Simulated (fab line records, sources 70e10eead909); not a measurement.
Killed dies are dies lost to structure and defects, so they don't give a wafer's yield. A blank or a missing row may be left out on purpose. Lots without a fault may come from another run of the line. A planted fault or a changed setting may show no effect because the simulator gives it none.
Which tool did it? | flow nand_harc | 6 lots, 18 wafers sampled, at 4 steps of a route of 1159

WHAT THE GAUGES READ, wafer by wafer
NHARC_P_GATE_OVL_MEAS_27.
lot  | measured     | on         | overlay_x_nm (nm)
L523 | day 5 21:31  | overlay-02 | -1.0 -0.9 -1.1
L525 | day 6 11:05  | overlay-02 | -0.5 -1.3 -0.5
L530 | day 8 02:05  | overlay-02 | -0.9 -1.3 -1.1
L532 | day 8 09:27  | overlay-02 | -0.5 -0.4 -0.2
L537 | day 9 10:37  | overlay-02 | -0.1 -0.4 -0.2
L540 | day 10 01:54 | overlay-02 | -0.4 -0.4 -0.4

WHICH TOOL RAN EACH LOT (tool, then ch and the chambers of the sampled wafers, then the start)
lot  | NHARC_P_ZERO_WELL_PECVD_02     | NHARC_P_ZERO_WELL_RTA_42        | NHARC_P_GATE_HM_DEP_102
L523 | pecvd-02 ch 0,2, day 2 18:26   | rtp_anneal-02 ch 0, day 3 00:52 | acl_dep-02 ch 0, day 5 20:04
L525 | pecvd-04 ch 0,1, day 3 06:31   | rtp_anneal-02 ch 0, day 3 12:45 | acl_dep-01 ch 0, day 6 09:54
L530 | pecvd-01 ch 0,1,2, day 4 12:31 | rtp_anneal-01 ch 0, day 4 19:17 | acl_dep-03 ch 0, day 8 00:43
L532 | pecvd-04 ch 0,1,2, day 5 00:29 | rtp_anneal-02 ch 0, day 5 07:02 | acl_dep-01 ch 0, day 8 08:07
L537 | pecvd-01 ch 0,1,2, day 6 06:27 | rtp_anneal-01 ch 0, day 6 12:53 | acl_dep-02 ch 0, day 9 09:25
L540 | pecvd-04 ch 0,1, day 7 00:26   | rtp_anneal-01 ch 0, day 7 07:03 | acl_dep-01 ch 0, day 10 00:22
- NHARC_P_ZERO_WELL_PECVD_02: deposits SiO2, target thk 10 nm.
- NHARC_P_ZERO_WELL_RTA_42: time 300 s.
- NHARC_P_GATE_HM_DEP_102: deposits aC, target thk 120 nm.

THE ANSWER, worked out from the rows above alone
Rule: what is usual is taken from the lots themselves. Put in order of their means at a reading, lots are off if they are a third of the lots or fewer, leave a main group of 4 or more, and stand apart from it by a gap of 3 or more times the standard deviation of the main group's means; of several such gaps the widest counts. A main group whose means are all the same, to the digits that the tables above print for the reading, isn't used. A lot without any number at a reading at which 4 lots or more have one is off too. The other lots that the step has rows for count as sound.
No lot is off at any reading shown: from this, nothing can be told.

WHAT THE SIMULATOR HAD PUT IN
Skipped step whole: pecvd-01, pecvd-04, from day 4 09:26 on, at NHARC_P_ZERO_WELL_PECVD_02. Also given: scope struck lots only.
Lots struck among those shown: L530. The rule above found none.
